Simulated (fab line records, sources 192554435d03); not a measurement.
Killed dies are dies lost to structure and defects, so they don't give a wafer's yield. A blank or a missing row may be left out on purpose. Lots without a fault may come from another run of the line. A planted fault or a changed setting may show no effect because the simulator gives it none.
Chamber matching | flow n5_finfet | N5_BEOL_M4_DESCUM_16 on rie_diel-02: 4 sister chambers
The step chemistry O2, time 7 s. 8 wafers are shown with their chamber, then 9 later ones without.

WAFERS WITH THEIR CHAMBER
wafer  | chamber | drypump_motor_current_A (A) | throttle_valve_pct (%)
L084.1 | 3       | 5.2                         | 20.36
L086.1 | 2       | 6.6                         | 20.86
L089.1 | 2       | 6.7                         | 20.87
L090.2 | 0       | 6.2                         | 20.38
L090.5 | 1       | 5.8                         | 20.63
L093.3 | 3       | 5.2                         | 20.40
L093.5 | 1       | 5.8                         | 20.63
L093.6 | 0       | 6.2                         | 20.41

WAFERS WITHOUT THEIR CHAMBER
wafer  | drypump_motor_current_A (A) | throttle_valve_pct (%)
L095.1 | 5.3                         | 20.41
L095.4 | 6.6                         | 20.88
L095.6 | 5.8                         | 20.63
L096.2 | 6.2                         | 20.40
L096.4 | 5.8                         | 20.63
L096.5 | 5.2                         | 20.39
L091.3 | 5.8                         | 20.65
L091.4 | 6.2                         | 20.41
L091.5 | 5.8                         | 20.67

WHICH CHAMBER EACH WENT THROUGH
wafer  | from the rows above | in truth
L095.1 | 3                   | 3
L095.4 | 2                   | 2
L095.6 | 1                   | 1
L096.2 | 0                   | 0
L096.4 | 1                   | 1
L096.5 | 3                   | 3
L091.3 | 1                   | 1
L091.4 | 0                   | 0
L091.5 | 1                   | 1
Placed correctly: 9 of 9. Can't be placed from these rows: 0. Placed wrongly: 0.
How it was worked out, from the rows above alone: a wafer's distance from a chamber is the root of the sum, over the readings, of the square of ((its reading less the chamber's mean) divided by the reading's scatter). The wafer belongs to the nearest chamber; if the next one is less than 2 further off, it can't be placed. A chamber's mean is the mean of its shown wafers. The scatter: the root of (the sum of the squares of (reading less its chamber's mean) over the shown wafers, divided by (wafers less chambers)).
